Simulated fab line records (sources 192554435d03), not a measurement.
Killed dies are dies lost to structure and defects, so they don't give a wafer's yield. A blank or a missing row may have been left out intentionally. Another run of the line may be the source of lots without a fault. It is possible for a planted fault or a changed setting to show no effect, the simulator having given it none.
Problem report, 8D (eight disciplines) form, completed by code :: flow n5Finfet :: the parts of the form that need people (team, actions taken, sign-off) are left out

## 1. THE PROBLEM
Mean of doseIonsCm2 at N5_WELL_APT_IMPLANT_31: 8.7203e+12 across 6 wafers in 2 lots; on wafers with no fault it is 1.4998e+13 (standard deviation 1.6e+10). That is -99 or more standard deviations from the usual mean.
First seen on wafer L368.1, day 5 21:54, on implanter-02. The record holds 37 wafers of 14 lots with a number at this step. Rule for "out" (also "out of limits"): further than 4 standard deviations from the usual mean. All remaining wafers that have a number are taken as sound.

## 2. WHAT IT IS, WHAT IT ISN'T
question: which readings at this step
is: doseIonsCm2, faradayCurrentUA
is not: endStationPressureTorr

question: which lots
is: L368, L372
is not: L351, L352, L353, L354, L355, L357, L358, L360, L361, L364, L365, L373

question: which wafers of those lots
is: all that have a number
is not: -

question: read on which tools
is: implanter-02
is not: implanter-01

question: when
is: from day 5 21:54
is not: up to then (28 sound wafers); but 3 sound wafers of L373 came after

## 3. THE SUSPECTS, EACH WITH WHAT RULES IT OUT
Counting: a tool at a process step up to the reading stays a suspect if it ran every lot that is out and no sound lot after the first of them.
- implanter-02 at N5_WELL_APT_IMPLANT_31: kept. All lots that are out passed through it, beginning with L368 at day 5 21:54, and no sound lot followed; its final sound lot before that point was L365 at day 5 05:02. On those wafers its own readings are out: doseIonsCm2, faradayCurrentUA.
After counting, what remains is implanter-02 at N5_WELL_APT_IMPLANT_31.

## 4. THE CAUSE (what the simulator had put in)
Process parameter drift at N5_WELL_APT_IMPLANT_31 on implanter-02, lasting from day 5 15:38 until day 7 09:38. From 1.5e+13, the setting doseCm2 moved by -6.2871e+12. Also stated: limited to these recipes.
Only this tool survived the counting.

## 5. THE CHAIN OF EFFECTS, in route order
One row per reading whose mean, taken over the struck wafers that have a number, lies over 3 standard deviations from the usual. Only readings whose record carries a usual standard deviation are examined. hours: median over the lots of the time between each lot's start at the first step of this table that gives one and its start at this step. sigmas: the change, counted in usual standard deviations.
hours: 0
step: N5_WELL_APT_IMPLANT_31
reading: doseIonsCm2
usual: 1.4998e+13
on struck wafers: 8.7203e+12
change: -6.2777e+12
sigmas: -99 or more

hours: 0
step: N5_WELL_APT_IMPLANT_31
reading: faradayCurrentUA
usual: 191
on struck wafers: 112
change: -79
sigmas: -20
Process steps it contains:
- N5_WELL_APT_IMPLANT_31

## 6. HOW IT WOULD HAVE BEEN CAUGHT EARLIER
6 hours passed between the start of the fault at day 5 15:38 and the first reading out of limits in this record, taken at day 5 21:54.
